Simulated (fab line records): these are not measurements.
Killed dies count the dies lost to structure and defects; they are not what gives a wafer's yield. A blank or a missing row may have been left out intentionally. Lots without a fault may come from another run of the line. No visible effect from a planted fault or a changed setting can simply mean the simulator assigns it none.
Which of the tools did it? | flow nandHarc | 24 lots with 72 wafers sampled at 6 steps, on a route of 1302 steps

## WHAT THE GAUGES READ, wafer by wafer
NHARC_P_GATE_CD_MEAS_33.
lot  | measured     | on       | cdNm (nm)
L074 | day 4 20:17  | cdSem-02 | 119 118 124
L075 | day 5 11:08  | cdSem-03 | 117 119 118
L076 | day 5 19:33  | cdSem-02 | 125 125 124
L077 | day 6 05:38  | cdSem-02 | 122 124 119
L078 | day 6 17:32  | cdSem-01 | 117 122 118
L079 | day 7 00:58  | cdSem-03 | 117 125 120
L080 | day 7 18:01  | cdSem-02 | 121 120 120
L081 | day 8 01:46  | cdSem-02 | 121 122 124
L082 | day 8 14:28  | cdSem-02 | 117 120 119
L083 | day 9 03:48  | cdSem-01 | 125 118 125
L084 | day 9 12:40  | cdSem-03 | 126 117 127
L085 | day 9 20:35  | cdSem-02 | 125 121 128
L086 | day 10 04:07 | cdSem-01 | 121 116 115
L087 | day 11 06:30 | cdSem-03 | 115 119 122
L088 | day 11 06:50 | cdSem-02 | 117 122 122
L089 | day 11 10:01 | cdSem-03 | 115 116 121
L090 | day 11 17:43 | cdSem-02 | 123 121 122
L091 | day 12 03:42 | cdSem-02 | 115 125 122
L092 | day 12 18:26 | cdSem-03 | 127 122 126
L093 | day 13 06:03 | cdSem-01 | 121 116 120
L094 | day 13 16:34 | cdSem-02 | 121 121 117
L095 | day 13 18:58 | cdSem-01 | 122 120 115
L096 | day 14 11:55 | cdSem-03 | 120 121 118
L097 | day 14 20:17 | cdSem-02 | 118 121 118

NHARC_P_CONTACT_INSPECT_27.
lot  | measured     | on               | rawDefectCount
L074 | day 5 20:45  | defectInspect-01 | 442 476 204
L075 | day 6 09:46  | defectInspect-01 | 283 256 309
L076 | day 6 17:55  | defectInspect-02 | 269 283 277
L077 | day 7 03:52  | defectInspect-02 | 375 335 332
L078 | day 7 16:58  | defectInspect-02 | 252 170 367
L079 | day 8 02:27  | defectInspect-02 | 197 173 118
L080 | day 8 16:34  | defectInspect-02 | 299 432 302
L081 | day 9 00:07  | defectInspect-01 | 300 350 403
L082 | day 9 14:58  | defectInspect-02 | 396 651 565
L083 | day 10 02:07 | defectInspect-01 | 341 270 254
L084 | day 10 11:08 | defectInspect-02 | 239 446 220
L085 | day 10 18:59 | defectInspect-01 | 149 210 204
L086 | day 11 02:34 | defectInspect-01 | 193 224 343
L087 | day 12 06:59 | defectInspect-02 | 374 511 436
L088 | day 12 05:45 | defectInspect-01 | 237 304 587
L089 | day 12 08:20 | defectInspect-01 | 405 346 445
L090 | day 12 16:41 | defectInspect-02 | 413 662 445
L091 | day 13 01:51 | defectInspect-01 | 305 281 221
L092 | day 13 16:43 | defectInspect-02 | 335 255 199
L093 | day 14 04:18 | defectInspect-01 | 161 237 155
L094 | day 14 14:47 | defectInspect-01 | 182 236 336
L095 | day 14 17:03 | defectInspect-02 | 177 199 307
L096 | day 15 10:14 | defectInspect-01 | 157 201 212
L097 | day 15 18:37 | defectInspect-02 | 376 227 142

NHARC_P_M0_OVL_MEAS_10: pitch 180 nm.
lot  | measured     | on         | overlayXNm (nm) | overlayYNm (nm)
L074 | day 5 21:44  | overlay-02 | -0.9 -0.8 -1.2  | 0.3 -0.1 0.8
L075 | day 6 10:45  | overlay-01 | -0.2 0.6 0.4    | 1.0 0.5 0.2
L076 | day 6 18:46  | overlay-02 | 1.2 0.7 0.7     | -1.9 -0.6 -1.3
L077 | day 7 04:52  | overlay-02 | 0.3 0.6 0.3     | 1.7 1.4 1.0
L078 | day 7 17:50  | overlay-01 | 1.8 1.0 0.9     | -0.5 -1.4 -1.4
L079 | day 8 03:19  | overlay-02 | -0.7 -0.7 -0.5  | -1.2 -0.9 -0.9
L080 | day 8 17:25  | overlay-02 | -0.3 0.1 -0.8   | -0.3 -0.4 -0.2
L081 | day 9 01:07  | overlay-01 | -1.0 -1.1 -1.4  | -0.4 -0.3 -0.4
L082 | day 9 15:58  | overlay-01 | 1.4 1.8 0.9     | -1.8 -3.0 -2.2
L083 | day 10 03:07 | overlay-01 | 2.0 1.6 2.1     | -0.6 -0.4 -0.4
L084 | day 10 12:07 | overlay-01 | -2.7 -2.4 -2.5  | -1.4 -1.4 -1.2
L085 | day 10 19:52 | overlay-02 | -0.2 0.3 0.2    | 0.2 0.5 0.4
L086 | day 11 03:26 | overlay-02 | -0.5 -0.5 -0.8  | 0.5 -0.1 0.5
L087 | day 12 07:51 | overlay-01 | 0.2 0.5 -0.1    | -0.9 -0.6 0.0
L088 | day 12 06:37 | overlay-02 | -0.5 -0.3 -0.7  | -0.4 -1.2 -1.9
L089 | day 12 09:21 | overlay-01 | 1.3 1.1 1.1     | -0.6 -0.8 -0.7
L090 | day 12 17:43 | overlay-02 | 0.7 0.3 0.3     | -0.9 -0.6 -0.3
L091 | day 13 02:50 | overlay-01 | -0.5 -0.5 -0.9  | -1.6 -1.8 -1.8
L092 | day 13 17:43 | overlay-02 | 0.7 1.4 1.9     | 0.1 0.4 -0.1
L093 | day 14 05:19 | overlay-01 | 1.1 1.4 1.3     | -1.2 -1.3 -0.8
L094 | day 14 15:47 | overlay-01 | 0.7 0.2 1.0     | -0.4 -0.4 -0.4
L095 | day 14 17:55 | overlay-01 | -0.3 0.2 0.1    | -0.4 -0.7 -0.2
L096 | day 15 11:13 | overlay-01 | -1.8 -1.3 -1.3  | 0.9 0.6 0.9
L097 | day 15 19:37 | overlay-02 | 0.6 0.2 0.3     | -0.5 -0.6 -0.8

NHARC_P_M1_THK_MEAS_24: measures by xrf.
lot  | measured     | on           | thkNm (nm)
L074 | day 6 04:30  | filmMetro-01 | 157.3 158.0 159.2
L075 | day 6 17:22  | filmMetro-02 | 158.6 157.2 160.7
L076 | day 7 01:31  | filmMetro-02 | 159.0 160.0 158.9
L077 | day 7 11:26  | filmMetro-02 | 159.2 157.9 158.6
L078 | day 8 00:24  | filmMetro-01 | 160.9 158.4 155.0
L079 | day 8 09:59  | filmMetro-01 | 157.0 158.6 159.1
L080 | day 9 00:02  | filmMetro-02 | 156.7 160.8 155.0
L081 | day 9 07:38  | filmMetro-01 | 157.8 159.3 158.2
L082 | day 9 22:28  | filmMetro-02 | 155.9 156.9 158.0
L083 | day 10 10:31 | filmMetro-02 | 157.5 157.2 156.6
L084 | day 10 19:00 | filmMetro-01 | 155.0 156.9 158.3
L085 | day 11 03:31 | filmMetro-02 | 159.3 158.9 161.7
L086 | day 11 10:05 | filmMetro-02 | 157.5 159.8 157.8
L087 | day 12 14:29 | filmMetro-02 | 157.4 159.4 158.6
L088 | day 12 13:58 | filmMetro-02 | 157.4 157.3 154.9
L089 | day 12 15:55 | filmMetro-02 | 154.9 155.3 157.3
L090 | day 13 00:39 | filmMetro-02 | 154.9 156.1 157.3
L091 | day 13 09:38 | filmMetro-01 | 156.7 157.5 159.0
L092 | day 14 00:24 | filmMetro-01 | 160.3 157.3 158.8
L093 | day 14 12:28 | filmMetro-01 | 157.7 156.6 157.3
L094 | day 14 22:24 | filmMetro-01 | 159.3 160.4 156.3
L095 | day 15 01:32 | filmMetro-01 | 155.3 156.7 157.7
L096 | day 15 17:47 | filmMetro-02 | 155.7 155.4 160.9
L097 | day 16 02:19 | filmMetro-01 | 158.3 157.2 158.3

## TOOL THAT RAN EACH LOT (tool first, then ch and the chambers of the sampled wafers, then the start)
lot  | NHARC_P_M0_DEGAS_28         | NHARC_P_M1_STRIP_18
L074 | pvdSputter-02, day 5 22:55  | rieDiel-02 ch 1,2, day 6 02:27
L075 | pvdSputter-03, day 6 11:46  | rieDiel-02 ch 1,2, day 6 15:19
L076 | pvdSputter-03, day 6 19:48  | rieDiel-02 ch 0,2,3, day 6 23:26
L077 | pvdSputter-02, day 7 05:58  | rieDiel-08 ch 0,2,3, day 7 09:22
L078 | pvdSputter-01, day 7 18:53  | rieDiel-08 ch 1,3, day 7 22:22
L079 | pvdSputter-02, day 8 04:20  | rieDiel-08 ch 1,2,3, day 8 07:53
L080 | pvdSputter-01, day 8 18:28  | rieDiel-02 ch 0,1, day 8 22:01
L081 | pvdSputter-02, day 9 02:10  | rieDiel-02 ch 0,1, day 9 05:37
L082 | pvdSputter-02, day 9 17:04  | rieDiel-02 ch 1,2,3, day 9 20:29
L083 | pvdSputter-02, day 10 04:08 | rieDiel-12 ch 1,2,3, day 10 07:58
L084 | pvdSputter-01, day 10 13:08 | rieDiel-02 ch 0,1,2, day 10 16:52
L085 | pvdSputter-02, day 10 21:52 | rieDiel-08 ch 0,1,3, day 11 01:23
L086 | pvdSputter-03, day 11 04:27 | rieDiel-12 ch 0,1,2, day 11 07:59
L087 | pvdSputter-01, day 12 08:57 | rieDiel-02 ch 0,1,2, day 12 12:27
L088 | pvdSputter-03, day 12 08:24 | rieDiel-02 ch 1,2,3, day 12 11:55
L089 | pvdSputter-01, day 12 10:23 | rieDiel-12 ch 0,2,3, day 12 13:56
L090 | pvdSputter-03, day 12 18:46 | rieDiel-08 ch 0,1,3, day 12 22:38
L091 | pvdSputter-01, day 13 03:57 | rieDiel-02 ch 1,2,3, day 13 07:33
L092 | pvdSputter-02, day 13 18:46 | rieDiel-08 ch 1,2,3, day 13 22:17
L093 | pvdSputter-03, day 14 06:27 | rieDiel-08 ch 1,2,3, day 14 10:01
L094 | pvdSputter-01, day 14 16:51 | rieDiel-12 ch 0,1, day 14 20:23
L095 | pvdSputter-02, day 14 18:56 | rieDiel-08 ch 2,3, day 14 23:28
L096 | pvdSputter-01, day 15 12:14 | rieDiel-08 ch 0,1,3, day 15 15:49
L097 | pvdSputter-01, day 15 20:37 | rieDiel-02 ch 0,2, day 16 00:13
- NHARC_P_M0_DEGAS_28: time 60 s.
- NHARC_P_M1_STRIP_18: strips in N2/H2.

## AS READ BY THE TOOLS THEMSELVES (means over the sampled wafers that have a number; for cases with no such wafer, the mark the record gives instead)
NHARC_P_M0_DEGAS_28.
lot  | tool          | heaterPowerW (W)
L074 | pvdSputter-02 | 345
L075 | pvdSputter-03 | 306
L076 | pvdSputter-03 | 316
L077 | pvdSputter-02 | 341
L078 | pvdSputter-01 | 312
L079 | pvdSputter-02 | 330
L080 | pvdSputter-01 | 317
L081 | pvdSputter-02 | 328
L082 | pvdSputter-02 | 345
L083 | pvdSputter-02 | 348
L084 | pvdSputter-01 | 324
L085 | pvdSputter-02 | 326
L086 | pvdSputter-03 | 309
L087 | pvdSputter-01 | 319
L088 | pvdSputter-03 | 319
L089 | pvdSputter-01 | 305
L090 | pvdSputter-03 | 307
L091 | pvdSputter-01 | 319
L092 | pvdSputter-02 | 337
L093 | pvdSputter-03 | 311
L094 | pvdSputter-01 | 301
L095 | pvdSputter-02 | 338
L096 | pvdSputter-01 | 292
L097 | pvdSputter-01 | 321

NHARC_P_M1_STRIP_18.
lot  | tool       | chamberPressureMTorr (mTorr) | drypumpMotorCurrentA (A) | n2FlowSccm (sccm) | oesProductAu (a.u.) | rfVppV (V) | showerheadPlenumPTorr (Torr) | throttleValvePct (%)
L074 | rieDiel-02 | 29.992                       | 5.7                      | 150.1             | 1.007               | 91.3       | 2.07                         | 14.169
L075 | rieDiel-02 | 30.000                       | 5.6                      | 150.3             | 1.010               | 91.0       | 2.07                         | 14.177
L076 | rieDiel-02 | 30.018                       | 5.5                      | 149.8             | 0.995               | 90.1       | 1.99                         | 14.177
L077 | rieDiel-08 | 29.984                       | 5.7                      | 150.2             | 1.004               | 90.6       | 2.01                         | 14.171
L078 | rieDiel-08 | 29.974                       | 5.7                      | 149.8             | 0.989               | 90.7       | 1.94                         | 14.173
L079 | rieDiel-08 | 29.998                       | 5.8                      | 150.1             | 0.993               | 90.1       | 1.99                         | 14.167
L080 | rieDiel-02 | 29.978                       | 5.4                      | 150.0             | 1.007               | 90.4       | 2.06                         | 14.173
L081 | rieDiel-02 | 29.976                       | 5.2                      | 150.1             | 1.020               | 89.4       | 1.98                         | 14.172
L082 | rieDiel-02 | 30.016                       | 5.6                      | 149.6             | 0.998               | 90.5       | 2.05                         | 14.169
L083 | rieDiel-12 | 29.990                       | 5.6                      | 149.7             | 0.993               | 90.3       | 2.02                         | 14.175
L084 | rieDiel-02 | 29.971                       | 5.5                      | 149.6             | 1.004               | 89.8       | 2.00                         | 14.179
L085 | rieDiel-08 | 29.990                       | 5.6                      | 150.1             | 0.997               | 89.8       | 1.96                         | 14.176
L086 | rieDiel-12 | 30.011                       | 5.6                      | 149.5             | 1.009               | 91.3       | 1.98                         | 14.172
L087 | rieDiel-02 | 30.008                       | 5.5                      | 150.0             | 1.012               | 90.7       | 1.99                         | 14.174
L088 | rieDiel-02 | 29.998                       | 5.6                      | 150.1             | 1.005               | 90.7       | 2.05                         | 14.171
L089 | rieDiel-12 | 30.002                       | 5.8                      | 149.9             | 1.004               | 90.7       | 2.05                         | 14.168
L090 | rieDiel-08 | 29.978                       | 5.6                      | 149.9             | 1.002               | 90.8       | 1.96                         | 14.174
L091 | rieDiel-02 | 30.010                       | 5.6                      | 149.9             | 1.004               | 90.4       | 2.05                         | 14.169
L092 | rieDiel-08 | 29.992                       | 5.8                      | 150.2             | 0.996               | 89.7       | 1.98                         | 14.167
L093 | rieDiel-08 | 29.994                       | 5.8                      | 149.9             | 0.990               | 90.2       | 1.98                         | 14.170
L094 | rieDiel-12 | 30.006                       | 5.7                      | 150.2             | 1.006               | 89.8       | 1.91                         | 14.160
L095 | rieDiel-08 | 29.990                       | 5.9                      | 149.9             | 1.002               | 90.9       | 2.03                         | 14.168
L096 | rieDiel-08 | 30.007                       | 5.7                      | 149.8             | 0.994               | 90.1       | 1.96                         | 14.171
L097 | rieDiel-02 | 29.992                       | 5.4                      | 150.3             | 1.004               | 90.3       | 1.92                         | 14.176

## THE ANSWER, worked out from the rows above alone
Rule: what is usual is taken from the lots themselves. The widest of any qualifying gaps counts: lots, ordered by their means at a reading, are off when they make up no more than a third of the lots, leave a main group of 4 or more, and stand apart from it by 3 or more times the standard deviation of that group's means. If all means in a main group match to the digits the tables above print for the reading, that group is not used. Also off: a lot with no number at a reading for which 4 or more lots have one. Any other lot the step has rows for is counted as sound. First the gauges in route order, then the tools' own readings, where a lot's mean is used as printed above. At the first step where some lot is off, the reading lying furthest off is the one used; lots without a number count as furthest.
Across all readings shown, no lot is off: no conclusion can be drawn from this.

## WHAT THE SIMULATOR PUT IN
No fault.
